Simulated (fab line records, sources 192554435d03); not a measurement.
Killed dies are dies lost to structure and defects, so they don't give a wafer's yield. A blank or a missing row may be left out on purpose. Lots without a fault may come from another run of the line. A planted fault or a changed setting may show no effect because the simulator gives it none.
A struck lot beside a sound one | flow n5_finfet | 14 steps out of a route of 1938
Sound: wafers L337.1, L337.4, L337.5. Struck: wafers L343.3, L343.6. The cause comes at the end.
At each step with rows: each side's tool, then ch and its chambers, then its first start. Under that, the readings that differ: sound wafers | struck wafers | difference of the means | sigmas: that difference in standard deviations of wafers without a fault.
alike: readings whose means differ by less than 2 such deviations, and words and numbers that are the same on both sides. not compared: withheld readings, readings that some wafer has no value for, bounds like >300 that may hide the same value, and numbers for which the record gives no deviation and whose values overlap.
The two part at a step that has a row with sigmas, a row that says differs or no value, or rows on one side only. Numbers that don't overlap but have no deviation are shown without sigmas and don't part them. A reading that every wafer of one side lacks parts them only if that side has two wafers or more.

N5_BEOL_M15_STRIP_62: strips in O2.
  sound on rie_diel-06 ch 0,2; struck on rie_diel-02 ch 2
  reading                | sound             | struck      | difference | sigmas
  oes_product_au (a.u.)  | 0.88 0.79 0.89    | 0.68 0.68   | -0.17      | -3
  throttle_valve_pct (%) | 16.35 16.71 16.36 | 16.83 16.83 | +0.36      | +2
  alike: drypump_motor_current_A, rf_vpp_V, showerhead_plenum_p_Torr
  not compared: rf_hours_counter_h
N5_BEOL_M15_STRIP_37: strips in O2.
  sound on rie_diel-06 ch 0,2; struck on rie_diel-02 ch 2
  reading                | sound             | struck      | difference | sigmas
  oes_product_au (a.u.)  | 0.87 0.79 0.88    | 0.68 0.68   | -0.17      | -3
  throttle_valve_pct (%) | 16.34 16.76 16.36 | 16.83 16.82 | +0.34      | +2
  alike: drypump_motor_current_A, rf_vpp_V, showerhead_plenum_p_Torr
  not compared: rf_hours_counter_h
then, 4 steps without rows for these wafers: N5_BEOL_M15_ETCH_38 (etches SiCN in CF4/N2, target depth 106.4 nm, time 120.5 s); N5_BEOL_M15_PRECLEAN_39 (cleans in residue remover, time 60 s); N5_BEOL_M15_SRD_40 (time 30 s, dry time 30 s); N5_BEOL_M15_DEGAS_41 (time 60 s).
N5_BEOL_M15_PRE_CLEAN_42: time 30 s.
  sound on pvd_sputter-02, day 13 01:13; struck on pvd_sputter-01, day 15 03:56
  alike: heater_power_w
N5_BEOL_M15_SPUTTER_43: material TaN, target thk 15 nm, time 24.19 s.
  sound on pvd_sputter-02, day 13 01:16; struck on pvd_sputter-01, day 15 03:58
  alike: throttle_valve_pct
then, 1 step without rows for these wafers: N5_BEOL_M15_SPUTTER_44 (material Ta, target thk 15 nm, time 24.19 s).
N5_BEOL_M15_SPUTTER_45: material Cu, target thk 100 nm, time 16.67 s.
  sound on pvd_sputter-02, day 13 01:25; struck on pvd_sputter-01, day 15 04:08
  alike: chuck_gas_flow_sccm, throttle_valve_pct
then, 2 steps without rows for these wafers: N5_BEOL_M15_ECD_47 (material Cu, target thk 1860 nm); N5_BEOL_M15_ANNEAL_48 (time 90 s).
N5_BEOL_M15_CMP_49: polishes, stops on SiO2, t overpolish 4.9 s, target thk 850 nm.
  sound on cmp-03 ch 0,1,3, day 13 02:37; struck on cmp-02 ch 0,2, day 15 05:27
  reading                      | sound             | struck    | difference | sigmas
  barrier_field_endpoint_s (s) | 11.17 11.14 11.61 | 6.49 6.28 | -4.92      | -18
  alike: motor_current_A, overpolish_run_s, platen_rpm, slurry_filter_dp_kPa
N5_PASSIVATION_PROBE_49:
  the record has rows for the struck wafers here (prober-01, day 15 18:52) and none for the sound ones

WHERE THEY PART
First at N5_BEOL_M15_STRIP_62; last, within this record, at N5_PASSIVATION_PROBE_49.

WHY: what the simulator had put in
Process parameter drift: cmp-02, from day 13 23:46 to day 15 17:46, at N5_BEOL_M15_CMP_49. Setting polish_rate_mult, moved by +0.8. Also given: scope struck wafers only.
